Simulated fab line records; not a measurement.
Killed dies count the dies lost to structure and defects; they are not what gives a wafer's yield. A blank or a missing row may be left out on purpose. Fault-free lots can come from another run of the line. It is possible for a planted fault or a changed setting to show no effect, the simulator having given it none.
Matching of chambers    flow n5_finfet    pecvd-04 running N5_BEOL_M15_ILD_DEP_00: 3 sister chambers
The step deposits SiO2 from TEOS/O2, target thk 1629.3 nm, time 346.1 s. 6 wafers are shown with their chamber, then 10 later ones without.

## EACH WAFER AND ITS CHAMBER
wafer   chamber  throttle_valve_pct (%)  showerhead_plenum_p_Torr (Torr)
L081.6  2        17.8                    8.308
L087.1  2        17.6                    8.309
L087.3  0        19.5                    8.328
L087.6  1        20.4                    8.401
L088.2  1        20.8                    8.362
L088.4  0        19.4                    8.351

## WAFERS WITH NO CHAMBER GIVEN
wafer   throttle_valve_pct (%)  showerhead_plenum_p_Torr (Torr)
L088.5  17.8                    8.336
L089.4  19.7                    8.357
L089.5  20.8                    8.368
L089.6  17.9                    8.322
L093.2  20.9                    8.352
L093.3  17.6                    8.336
L093.5  17.7                    8.318
L097.2  18.0                    8.316
L097.3  19.7                    8.362
L097.5  19.9                    8.354

## THE CHAMBER EACH PASSED THROUGH
wafer   from the rows above      in truth
L088.5  2                        2
L089.4  0                        0
L089.5  1                        1
L089.6  2                        2
L093.2  1                        1
L093.3  2                        2
L093.5  2                        2
L097.2  2                        2
L097.3  0                        0
L097.5  can't be placed: 0 or 1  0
Placed correctly: 9 of 10. Cannot be placed on the basis of these rows: 1; the candidates contain the true chamber in 1. Placed wrongly: 0.
How it was worked out, from the rows above alone: a wafer's distance from a chamber is the root of the sum, over the readings, of the square of ((its reading less the chamber's mean) divided by the reading's scatter). If the next closest chamber is less than 2 further off than the closest, the wafer can't be placed; otherwise it belongs to the closest. A chamber's mean is the mean of its shown wafers. How the scatter is found: for the shown wafers, subtract from each reading the mean of its chamber, square and add these, divide the total by (wafers less chambers), then take the root.
